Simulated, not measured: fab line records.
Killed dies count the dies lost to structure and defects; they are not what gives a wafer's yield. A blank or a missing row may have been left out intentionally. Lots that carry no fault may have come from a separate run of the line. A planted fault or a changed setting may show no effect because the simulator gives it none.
Which tool did it? || flow nandHarc || Sampling: 6 lots, 18 wafers, 4 of 1159 route steps

WHAT THE GAUGES READ, wafer by wafer
NHARC_A_CHANNEL_HOLE_D1_INSPECT_40.
{"lot": "L829", "measured": "day 9 04:43", "on": "defectInspect-01", "rawDefectCount": "34 48 60"}
{"lot": "L830", "measured": "day 9 17:14", "on": "defectInspect-01", "rawDefectCount": "52 655 42"}
{"lot": "L842", "measured": "day 12 23:48", "on": "defectInspect-02", "rawDefectCount": "58 100 106"}
{"lot": "L844", "measured": "day 13 06:31", "on": "defectInspect-01", "rawDefectCount": "35 31 37"}
{"lot": "L848", "measured": "day 13 19:33", "on": "defectInspect-01", "rawDefectCount": "77 81 71"}
{"lot": "L849", "measured": "day 14 02:28", "on": "defectInspect-01", "rawDefectCount": "54 61 76"}

TOOL THAT RAN EACH LOT (tool first, then ch and the chambers of the sampled wafers, then the start)
{"lot": "L829", "NHARC_A_CHANNEL_HOLE_D1_ETCH_21": "harEtch-02 ch 0,1, day 8 23:32", "NHARC_A_CHANNEL_HOLE_D1_ETCH_26": "harEtch-02 ch 0,1, day 9 02:49", "NHARC_A_CHANNEL_HOLE_D1_XSEM_31": "xsem-01 ch 0, day 9 04:37"}
{"lot": "L830", "NHARC_A_CHANNEL_HOLE_D1_ETCH_21": "harEtch-02 ch 0,1, day 9 12:04", "NHARC_A_CHANNEL_HOLE_D1_ETCH_26": "harEtch-02 ch 0,1, day 9 15:21", "NHARC_A_CHANNEL_HOLE_D1_XSEM_31": "xsem-01 ch 0, day 9 17:09"}
{"lot": "L842", "NHARC_A_CHANNEL_HOLE_D1_ETCH_21": "harEtch-01 ch 0,1, day 12 18:37", "NHARC_A_CHANNEL_HOLE_D1_ETCH_26": "harEtch-01 ch 0,1, day 12 21:55", "NHARC_A_CHANNEL_HOLE_D1_XSEM_31": "xsem-01 ch 0, day 12 23:42"}
{"lot": "L844", "NHARC_A_CHANNEL_HOLE_D1_ETCH_21": "harEtch-02 ch 0,1, day 13 01:13", "NHARC_A_CHANNEL_HOLE_D1_ETCH_26": "harEtch-02 ch 0,1, day 13 04:35", "NHARC_A_CHANNEL_HOLE_D1_XSEM_31": "xsem-01 ch 0, day 13 06:25"}
{"lot": "L848", "NHARC_A_CHANNEL_HOLE_D1_ETCH_21": "harEtch-02 ch 0,1, day 13 14:22", "NHARC_A_CHANNEL_HOLE_D1_ETCH_26": "harEtch-02 ch 0,1, day 13 17:40", "NHARC_A_CHANNEL_HOLE_D1_XSEM_31": "xsem-01 ch 0, day 13 19:27"}
{"lot": "L849", "NHARC_A_CHANNEL_HOLE_D1_ETCH_21": "harEtch-02 ch 0,1, day 13 21:17", "NHARC_A_CHANNEL_HOLE_D1_ETCH_26": "harEtch-02 ch 0,1, day 14 00:35", "NHARC_A_CHANNEL_HOLE_D1_XSEM_31": "xsem-01 ch 0, day 14 02:22"}
- NHARC_A_CHANNEL_HOLE_D1_ETCH_21: etches the open film in C4F8/O2/Ar, time 514.3 s, target depth 1600 nm.
- NHARC_A_CHANNEL_HOLE_D1_ETCH_26: etches the open film in C4F8/O2/Ar, time 224.1 s, target depth 300 nm.
- NHARC_A_CHANNEL_HOLE_D1_XSEM_31

THE ANSWER, worked out from the rows above alone
Rule: what is usual is taken from the lots themselves. The widest of any qualifying gaps counts: lots, ordered by their means at a reading, are off when they make up no more than a third of the lots, leave a main group of 4 or more, and stand apart from it by 3 or more times the standard deviation of that group's means. The tables above print the reading to a certain number of digits; a main group whose means all agree to those digits is not used. Also off: a lot with no number at a reading for which 4 or more lots have one. Any other lot the step has rows for is counted as sound.
Off at NHARC_A_CHANNEL_HOLE_D1_INSPECT_40 (rawDefectCount): L830. The main group has a mean of 62 with a standard deviation of 19.
A tool fits if, at a process step before that reading, it ran every lot that is off, and no sound lot after the first of them. Those tools and the gauges at NHARC_A_CHANNEL_HOLE_D1_INSPECT_40 are tried in the same way. Of those tried, none fits.

WHAT THE SIMULATOR HAD PUT IN
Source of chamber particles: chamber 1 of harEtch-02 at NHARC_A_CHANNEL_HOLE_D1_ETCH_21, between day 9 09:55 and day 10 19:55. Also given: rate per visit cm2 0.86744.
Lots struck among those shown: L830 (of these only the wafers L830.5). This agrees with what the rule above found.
